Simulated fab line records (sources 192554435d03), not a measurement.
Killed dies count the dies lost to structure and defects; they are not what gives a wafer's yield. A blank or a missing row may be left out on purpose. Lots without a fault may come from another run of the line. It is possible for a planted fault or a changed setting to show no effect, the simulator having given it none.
Chamber matching :: flow n5_finfet :: cmp-04 running N5_STI_FIN_REVEAL_CMP_04: 4 sister chambers
The step polishes, stops on Si3N4, t overpolish 4 s, target thk 131.83 nm. 8 wafers are shown with their chamber, then 10 later ones without.

== WAFERS PAIRED WITH THEIR CHAMBERS ==
wafer: L085.1
chamber: 2
motor_current_A (A): 8.3
time_to_endpoint_s (s): 107

wafer: L087.1
chamber: 1
motor_current_A (A): 7.4
time_to_endpoint_s (s): 103

wafer: L087.4
chamber: 2
motor_current_A (A): 8.5
time_to_endpoint_s (s): 104

wafer: L088.1
chamber: 1
motor_current_A (A): 7.2
time_to_endpoint_s (s): 100

wafer: L088.3
chamber: 3
motor_current_A (A): 7.1
time_to_endpoint_s (s): 99

wafer: L088.4
chamber: 0
motor_current_A (A): 7.9
time_to_endpoint_s (s): 107

wafer: L089.1
chamber: 0
motor_current_A (A): 7.9
time_to_endpoint_s (s): 106

wafer: L089.4
chamber: 3
motor_current_A (A): 7.1
time_to_endpoint_s (s): 99

== WAFERS WITHOUT THEIR CHAMBER ==
wafer: L089.5
motor_current_A (A): 6.9
time_to_endpoint_s (s): 97

wafer: L094.2
motor_current_A (A): 8.1
time_to_endpoint_s (s): 108

wafer: L094.3
motor_current_A (A): 6.8
time_to_endpoint_s (s): 104

wafer: L094.5
motor_current_A (A): 8.9
time_to_endpoint_s (s): 108

wafer: L096.1
motor_current_A (A): 7.0
time_to_endpoint_s (s): 105

wafer: L096.3
motor_current_A (A): 8.3
time_to_endpoint_s (s): 108

wafer: L096.5
motor_current_A (A): 7.1
time_to_endpoint_s (s): 101

wafer: L097.1
motor_current_A (A): 8.0
time_to_endpoint_s (s): 106

wafer: L097.3
motor_current_A (A): 8.0
time_to_endpoint_s (s): 105

wafer: L097.5
motor_current_A (A): 7.5
time_to_endpoint_s (s): 100

== WHICH CHAMBER EACH WENT THROUGH ==
wafer: L089.5
from the rows above: 3
in truth: 3

wafer: L094.2
from the rows above: can't be placed: 0 or 2
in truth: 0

wafer: L094.3
from the rows above: can't be placed: 3 or 1
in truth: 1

wafer: L094.5
from the rows above: 2
in truth: 2

wafer: L096.1
from the rows above: can't be placed: 1 or 3
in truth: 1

wafer: L096.3
from the rows above: 2
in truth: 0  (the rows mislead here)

wafer: L096.5
from the rows above: can't be placed: 3 or 1
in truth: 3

wafer: L097.1
from the rows above: 0
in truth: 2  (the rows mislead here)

wafer: L097.3
from the rows above: 0
in truth: 0

wafer: L097.5
from the rows above: can't be placed: 1 or 3
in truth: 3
3 of 10 placed correctly. Unplaceable from these rows: 5, with the true chamber sitting among the candidates in 5. Placed wrongly: 2.
How it was worked out, from the rows above alone: a wafer's distance from a chamber is the root of the sum, over the readings, of the square of ((its reading less the chamber's mean) divided by the reading's scatter). If the next closest chamber is less than 2 further off than the closest, the wafer can't be placed; otherwise it belongs to the closest. For every chamber, the mean is computed from those of its wafers that are shown. How the scatter is found: for the shown wafers, subtract from each reading the mean of its chamber, square and add these, divide the total by (wafers less chambers), then take the root.
